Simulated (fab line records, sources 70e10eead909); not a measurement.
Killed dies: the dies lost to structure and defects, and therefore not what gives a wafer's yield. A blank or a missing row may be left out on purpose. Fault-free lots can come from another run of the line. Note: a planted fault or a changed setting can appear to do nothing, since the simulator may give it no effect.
Comparing a struck lot with a sound one -- flow nand_harc -- 14 steps out of a route of 1302
Sound: wafers L777.2, L777.4, L777.5. Struck: wafers L785.2, L785.4, L785.6. Last of all comes the cause.
Each step with rows lists, per side, the tool, then ch with its chambers, then its first start. Under that, the readings that differ: sound wafers -- struck wafers -- difference of the means -- sigmas: that difference in standard deviations of wafers without a fault.
alike: a reading whose means differ by less than 2 such deviations, as well as words and numbers matching on both sides. not compared: withheld readings; readings where some wafer has no value; bounds like >300 that might hide an equal value; numbers whose values overlap and for which the record gives no deviation.
The two part at a step that has a row with sigmas, a row that says differs or no value, or rows on one side only. Numbers that have no deviation but don't overlap get no sigmas and don't part them. A reading missing from all wafers of one side parts the sides only when that side holds two or more wafers.

first, 1 step without rows for these wafers: NHARC_A_CONTACT_DEVELOP_68 (develop time 35 s).
NHARC_A_CONTACT_CD_MEAS_69: the cd target is 300 nm.
  sound on cd_sem-02 ch 0, day 24 00:18; struck on cd_sem-03 ch 0, day 27 06:04
  alike: cd_nm
NHARC_A_CONTACT_OVL_MEAS_70:
  struck on overlay-01, day 27 06:09; sound on overlay-02, day 24 00:23
  alike: overlay_x_nm, overlay_y_nm
NHARC_A_CONTACT_INSPECT_71:
  struck on defect_inspect-01, day 27 06:11; sound on defect_inspect-02, day 24 00:25
  alike: raw_defect_count
NHARC_A_CONTACT_DESCUM_74: chemistry O2, time 3 s.
  sound on rie_diel-12 ch 0,1, day 24 00:29; struck on rie_diel-04 ch 1,2, day 27 06:15
  alike: drypump_motor_current_A, oes_product_au, rf_vpp_V, showerhead_plenum_p_Torr, throttle_valve_pct
  not compared: rf_hours_counter_h
then, 2 steps without rows for these wafers: NHARC_A_CONTACT_ETCH_75 (etches the open film in CF4, target depth 39 nm, time 65 s); NHARC_A_CONTACT_ETCH_76 (etches the open film in N2/H2, target depth 260 nm, time 475.3 s).
NHARC_A_CONTACT_ETCH_77: etches the open film in CF4/CHF3, target depth 108.9 nm, time 54.5 s.
  sound: rie_diel-12 ch 0,1,3; struck: rie_diel-04 ch 1,2,3
  alike: bias_w, cf4_flow_sccm, drypump_motor_current_A, oes_product_au, rf_vpp_V, showerhead_plenum_p_Torr, throttle_valve_pct
  not compared: rf_hours_counter_h
NHARC_A_CONTACT_ETCH_78: etches the open film in O2/COS, target depth 5300 nm, time 1378 s.
  sound: rie_diel-12 ch 0,1,2; struck: rie_diel-04 ch 0,1,2
  alike: bias_w, chamber_pressure_mTorr, drypump_motor_current_A, oes_product_au, rf_vpp_V, showerhead_plenum_p_Torr, throttle_valve_pct
  not compared: rf_hours_counter_h
then, 1 step without rows for these wafers: NHARC_A_CONTACT_ETCH_124 (etches the open film in C4F8/O2/Ar, time 140 s, target depth 700 nm).
NHARC_A_CONTACT_ETCH_125: etches the open film in C4F8/O2/Ar, time 197 s, target depth 1918 nm.
  sound on har_cap_etch-01 ch 0,1, day 24 02:16; struck on har_cap_etch-02 ch 0,1, day 27 08:01
  alike: chamber_pressure_mTorr, oes_air_line_au
  not compared: rf_hours_counter_h
then, 1 step without rows for these wafers: NHARC_A_CONTACT_ETCH_126 (etches the open film in C4F8/O2/Ar, time 197 s, target depth 1918 nm).
NHARC_A_CONTACT_ETCH_127: etches the open film in C4F8/O2/Ar, time 197 s, target depth 1918 nm.
  sound on har_cap_etch-01 ch 0,1, day 24 02:37; struck on har_cap_etch-02 ch 0,1, day 27 08:22
  no value came back on the struck wafers for chamber_pressure_mTorr (mTorr), oes_air_line_au (a.u.); on the sound wafers chamber_pressure_mTorr (mTorr) reads 19.998 19.996 20.031
  not compared: rf_hours_counter_h
NHARC_A_CONTACT_ETCH_128: etches the open film in C4F8/O2/Ar, time 197 s, target depth 1918 nm.
  sound on har_cap_etch-01 ch 0,1, day 24 02:47; struck on har_cap_etch-02 ch 0,1, day 27 08:33
  alike: chamber_pressure_mTorr, oes_air_line_au
  not compared: rf_hours_counter_h

WHERE THEY PART
Within this record, at NHARC_A_CONTACT_ETCH_127 only. Later steps at which nothing parts them and some readings are alike: NHARC_A_CONTACT_ETCH_128.

WHY: whatever the simulator had introduced
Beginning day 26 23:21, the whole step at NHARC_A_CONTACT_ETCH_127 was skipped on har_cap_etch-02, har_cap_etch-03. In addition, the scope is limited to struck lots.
